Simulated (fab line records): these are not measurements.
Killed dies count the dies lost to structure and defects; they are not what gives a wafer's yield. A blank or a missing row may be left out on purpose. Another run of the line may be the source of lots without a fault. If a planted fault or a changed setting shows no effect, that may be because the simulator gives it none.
Which tool was responsible? | flow n5_finfet | 9 lots with 27 wafers sampled at 5 steps, on a route of 1938 steps

## WHAT THE GAUGES SHOWED, per wafer
N5_WELL_APT_CD_MEAS_08 targets a cd of 200 nm. Usual: cd_nm 200.6 nm, standard deviation 2.1.
lot  | measured    | on        | cd_nm (nm)        | flag
L412 | day 2 01:54 | cd_sem-03 | 202.9 203.4 200.9 |
L416 | day 3 01:43 | cd_sem-02 | 198.6 203.2 201.7 |
L418 | day 3 13:43 | cd_sem-03 | 199.6 197.4 197.8 |
L419 | day 3 19:41 | cd_sem-03 | 199.3 202.0 203.3 |
L426 | day 5 13:47 | cd_sem-03 | 201.0 199.0 195.9 |
L427 | day 5 19:46 | cd_sem-02 | 198.1 201.5 199.5 |
L431 | day 6 19:41 | cd_sem-01 | 198.3 198.8 197.3 |
L432 | day 7 03:01 | cd_sem-02 | 201.0 204.8 200.6 |
L433 | day 7 07:43 | cd_sem-03 | 201.8 200.1 204.6 |

N5_WELL_APT_OVL_MEAS_26. Usual: for PWELL_OVL the level is -2 nm and the standard deviation is 6.3.
lot  | measured    | on         | PWELL_OVL (nm) | flag
L412 | day 2 03:10 | overlay-01 | 6 4 2          |
L416 | day 3 04:13 | overlay-01 | -4 -1 -11      |
L418 | day 3 16:04 | overlay-01 | -3 0 -7        |
L419 | day 3 20:58 | overlay-02 | 10 10 8        |
L426 | day 5 14:59 | overlay-01 | -5 -5 0        |
L427 | day 5 21:02 | overlay-01 | -3 -6 -6       |
L431 | day 6 20:52 | overlay-02 | 2 0 1          |
L432 | day 7 04:11 | overlay-01 | -11 -6 -7      |
L433 | day 7 08:59 | overlay-01 | -7 -5 -5       |

N5_BEOL_M4_RC_MEAS_101. Usual: DIBL_N 36.0 mV/V, standard deviation 2.2; DIBL_P 35.9 mV/V, standard deviation 2.6; IOFF_N 0.16 nA/um, standard deviation 0.038; IOFF_N_LONG 5.5e-05 nA/um, standard deviation 2.8e-06; IOFF_P 0.21 nA/um, standard deviation 0.042; ION_N 675 uA/um, standard deviation 15; ION_P 463 uA/um, standard deviation 10; SS_N 71.5 mV/dec, standard deviation 0.62; SS_P 73.2 mV/dec, standard deviation 0.76; VT_N 250 mV, standard deviation 4.1; VT_P -251 mV, standard deviation 3.6.
lot  | measured     | on        | DIBL_N (mV/V)  | DIBL_P (mV/V)  | IOFF_N (nA/um) | IOFF_N_LONG (nA/um)        | IOFF_P (nA/um) | ION_N (uA/um) | ION_P (uA/um) | SS_N (mV/dec)  | SS_P (mV/dec)  | VT_N (mV)   | VT_P (mV)      | flag
L412 | day 8 00:55  | prober-02 | 36.3 35.1 32.8 | 37.2 36.8 34.1 | 0.17 0.15 0.12 | 5.37e-05 5.28e-05 5.35e-05 | 0.21 0.19 0.16 | 675 662 672   | 458 454 463   | 72.3 71.6 70.7 | 73.5 73.3 72.1 | 249 251 253 | -252 -252 -255 |
L416 | day 9 19:13  | prober-01 | 43.9 41.1 37.2 | 43.5 40.2 35.3 | 0.29 0.22 0.14 | 5.26e-05 5.29e-05 5.4e-05  | 0.34 0.26 0.19 | 693 687 684   | 471 469 467   | 72.5 72.6 71.3 | 75.3 74.2 73.0 | 245 243 252 | -245 -247 -255 |
L418 | day 10 03:46 | prober-01 | 35.3 37.6 39.0 | 34.6 36.8 39.5 | 0.13 0.16 0.21 | 5.22e-05 5.08e-05 5.21e-05 | 0.17 0.20 0.24 | 673 662 684   | 464 450 464   | 70.8 71.5 72.3 | 72.6 74.0 74.1 | 251 252 246 | -255 -254 -252 |
L419 | day 9 23:51  | prober-02 | 37.8 35.3 35.8 | 37.3 34.2 33.6 | 0.16 0.12 0.13 | 4.9e-05 4.76e-05 4.93e-05  | 0.19 0.16 0.15 | 675 644 653   | 459 445 446   | 71.2 70.9 71.9 | 73.3 73.4 72.5 | 252 259 256 | -254 -256 -259 |
L426 | day 11 22:24 | prober-01 | 36.0 37.0 34.2 | 37.5 38.6 34.9 | 0.18 0.19 0.15 | 7.05e-05 6.92e-05 7.23e-05 | 0.24 0.25 0.19 | 685 689 692   | 469 474 479   | 71.2 71.3 71.1 | 73.3 73.8 72.6 | 246 246 249 | -246 -247 -250 | OFF
L427 | day 12 02:56 | prober-02 | 37.0 37.4 36.5 | 38.5 38.1 36.8 | 0.17 0.20 0.17 | 6.55e-05 7.02e-05 6.86e-05 | 0.24 0.23 0.22 | 659 695 684   | 454 477 463   | 72.0 71.2 70.7 | 73.5 73.8 72.4 | 246 243 248 | -249 -251 -250 | OFF
L431 | day 13 02:10 | prober-02 | 35.9 32.9 33.8 | 36.9 32.5 31.9 | 0.17 0.12 0.12 | 5.49e-05 5.47e-05 5.49e-05 | 0.28 0.19 0.18 | 684 663 656   | 476 462 454   | 71.5 70.3 70.8 | 74.2 72.6 72.2 | 249 255 252 | -243 -249 -251 |
L432 | day 13 18:15 | prober-01 | 37.4 33.0 37.6 | 40.0 33.5 40.5 | 0.21 0.14 0.22 | 5.53e-05 5.85e-05 5.66e-05 | 0.26 0.17 0.25 | 678 679 692   | 458 467 470   | 71.8 71.5 72.9 | 74.5 72.5 74.6 | 242 249 244 | -250 -254 -249 |
L433 | day 13 18:21 | prober-02 | 36.0 35.7 35.6 | 37.0 36.7 37.8 | 0.18 0.18 0.19 | 5.62e-05 5.77e-05 5.61e-05 | 0.25 0.25 0.28 | 684 693 700   | 464 475 491   | 71.0 71.2 71.5 | 73.4 73.6 74.2 | 245 244 245 | -248 -245 -245 |

## TOOL THAT RAN EACH LOT (tool first, then ch and the chambers of the sampled wafers, then the start)
lot  | N5_WELL_APT_DESCUM_13             | N5_WELL_APT_RTA_34
L412 | rie_diel-06 ch 1,2,3, day 2 01:59 | rtp_anneal-02 ch 0, day 2 04:12
L416 | rie_diel-01 ch 0,1,3, day 3 03:10 | rtp_anneal-02 ch 0, day 3 05:43
L418 | rie_diel-04 ch 1,2,3, day 3 14:52 | rtp_anneal-02 ch 0, day 3 17:44
L419 | rie_diel-06 ch 0,2, day 3 19:47   | rtp_anneal-02 ch 0, day 3 22:05
L426 | rie_diel-06 ch 0,3, day 5 13:56   | rtp_anneal-02 ch 0, day 5 15:52
L427 | rie_diel-04 ch 0,1, day 5 19:51   | rtp_anneal-02 ch 0, day 5 22:07
L431 | rie_diel-06 ch 0,2, day 6 19:47   | rtp_anneal-01 ch 0, day 6 21:41
L432 | rie_diel-06 ch 0,1,3, day 7 03:06 | rtp_anneal-01 ch 0, day 7 05:00
L433 | rie_diel-01 ch 0,3, day 7 07:48   | rtp_anneal-01 ch 0, day 7 09:56
- N5_WELL_APT_DESCUM_13: chemistry O2, time 7.9 s.
- N5_WELL_APT_RTA_34: time 10 s.

## WHAT THE TOOLS THEMSELVES READ (means of the sampled wafers that have a number; where no wafer has one, the mark that the record gives instead)
N5_WELL_APT_DESCUM_13. Usual: drypump_motor_current_A 5.7 A, standard deviation 0.31; oes_product_au 0.81 a.u., standard deviation 0.089; rf_vpp_V 243.5 V, standard deviation 1.2; showerhead_plenum_p_Torr 2.11 Torr, standard deviation 0.062; throttle_valve_pct 20.4 %, standard deviation 0.32.
lot  | tool        | drypump_motor_current_A (A) | oes_product_au (a.u.) | rf_vpp_V (V) | showerhead_plenum_p_Torr (Torr) | throttle_valve_pct (%) | flag
L412 | rie_diel-06 | 5.8                         | 0.82                  | 244.8        | 2.13                            | 20.3                   |
L416 | rie_diel-01 | 5.4                         | 0.80                  | 244.6        | 2.17                            | 20.7                   |
L418 | rie_diel-04 | 5.7                         | 0.77                  | 243.6        | 2.10                            | 20.1                   |
L419 | rie_diel-06 | 5.6                         | 0.90                  | 242.8        | 2.06                            | 19.9                   |
L426 | rie_diel-06 | 5.9                         | 0.85                  | 243.4        | 2.09                            | 20.1                   |
L427 | rie_diel-04 | 5.9                         | 0.85                  | 243.4        | 2.13                            | 20.2                   |
L431 | rie_diel-06 | 5.7                         | 0.85                  | 243.0        | 2.08                            | 20.2                   |
L432 | rie_diel-06 | 5.8                         | 0.78                  | 243.7        | 2.09                            | 20.2                   |
L433 | rie_diel-01 | 5.4                         | 0.86                  | 243.8        | 2.14                            | 20.5                   |

N5_WELL_APT_RTA_34. Usual: lamp_power_pct 13.01 %, standard deviation 0.055; lamp_zone_1_pct 12.993 %, standard deviation 0.026; lamp_zone_2_pct 12.994 %, standard deviation 0.028; lamp_zone_3_pct 12.997 %, standard deviation 0.026; lamp_zone_4_pct 12.994 %, standard deviation 0.028; lamp_zone_5_pct 12.998 %, standard deviation 0.029; lamp_zone_6_pct 12.919 %, standard deviation 0.029; lamp_zone_7_pct 13.421 %, standard deviation 0.029; wafer_temp_C_max 1003.7, standard deviation 1.
lot  | tool          | lamp_power_pct (%) | lamp_zone_1_pct (%) | lamp_zone_2_pct (%) | lamp_zone_3_pct (%) | lamp_zone_4_pct (%) | lamp_zone_5_pct (%) | lamp_zone_6_pct (%) | lamp_zone_7_pct (%) | wafer_temp_C_max | flag
L412 | rtp_anneal-02 | 13.02              | 13.005              | 13.014              | 13.013              | 12.978              | 13.014              | 12.922              | 13.382              | 1003.0           |
L416 | rtp_anneal-02 | 13.01              | 12.998              | 12.993              | 13.012              | 12.996              | 13.007              | 12.917              | 13.418              | 1002.8           |
L418 | rtp_anneal-02 | 13.03              | 12.977              | 13.002              | 12.992              | 12.990              | 12.992              | 12.891              | 13.432              | 1003.9           |
L419 | rtp_anneal-02 | 13.01              | 12.997              | 12.967              | 12.990              | 12.985              | 13.017              | 12.933              | 13.453              | 1003.3           |
L426 | rtp_anneal-02 | 11.76              | 11.685              | 11.690              | 11.686              | 11.689              | 11.685              | 11.595              | 12.114              | 1004.1           | OFF
L427 | rtp_anneal-02 | 11.72              | 11.705              | 11.695              | 11.706              | 11.710              | 11.684              | 11.630              | 12.081              | 1003.5           | OFF
L431 | rtp_anneal-01 | 13.03              | 13.016              | 13.013              | 12.996              | 13.015              | 12.999              | 12.916              | 13.416              | 1004.9           |
L432 | rtp_anneal-01 | 13.04              | 12.978              | 13.007              | 13.001              | 12.986              | 12.989              | 12.926              | 13.415              | 1003.3           |
L433 | rtp_anneal-01 | 12.99              | 13.012              | 13.003              | 12.990              | 12.987              | 12.984              | 12.936              | 13.415              | 1003.0           |

## THE ANSWER, worked out from the rows above alone
Rule: take the mean of a lot's wafers that have a number; if it is more than 3 standard deviations from the usual mean, the lot is off. Also off: a lot with no number at a reading for which 4 or more lots have one. The other lots that the step has rows for count as sound. Order of review: gauges by route order, followed by the tools' own readings, for which a lot's mean as printed above is used. The first step at which some lot is off is used, and at that step the reading that is off furthest; a lot without a number counts as furthest.
Off: L426, L427, at N5_BEOL_M4_RC_MEAS_101 (IOFF_N_LONG).
A tool fits if, at a process step before that reading, it ran every lot that is off, and no sound lot after the first of them. Not tried: the gauges at N5_BEOL_M4_RC_MEAS_101; whatever is off there is also off at N5_WELL_APT_RTA_34, on other tools, and gauge error can't account for it. One fits: N5_WELL_APT_RTA_34 on rtp_anneal-02. Its last sound lot is L419 (day 3 22:05), its first lot that is off L426 (day 5 15:52): a fault that began between those two fits.
The tool's own readings at N5_WELL_APT_RTA_34 bear it out: on the lots that are off they differ by more than 5 times the standard deviation of the sound lots' means. lamp_power_pct reads 11.74 % there against 13.02 % on the sound lots; lamp_zone_1_pct reads 11.695 % there against 12.998 % on the sound lots; lamp_zone_2_pct reads 11.692 % there against 13.000 % on the sound lots; lamp_zone_3_pct reads 11.696 % there against 12.999 % on the sound lots; lamp_zone_4_pct reads 11.700 % there against 12.991 % on the sound lots; lamp_zone_5_pct reads 11.684 % there against 13.000 % on the sound lots; lamp_zone_6_pct reads 11.613 % there against 12.920 % on the sound lots; lamp_zone_7_pct reads 12.098 % there against 13.419 % on the sound lots.

## WHAT WAS PUT IN BY THE SIMULATOR
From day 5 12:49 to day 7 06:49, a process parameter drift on rtp_anneal-02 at N5_WELL_APT_RTA_34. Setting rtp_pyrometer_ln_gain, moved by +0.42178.
Shown lots that were struck: L426, L427. The same result came from the rule above.
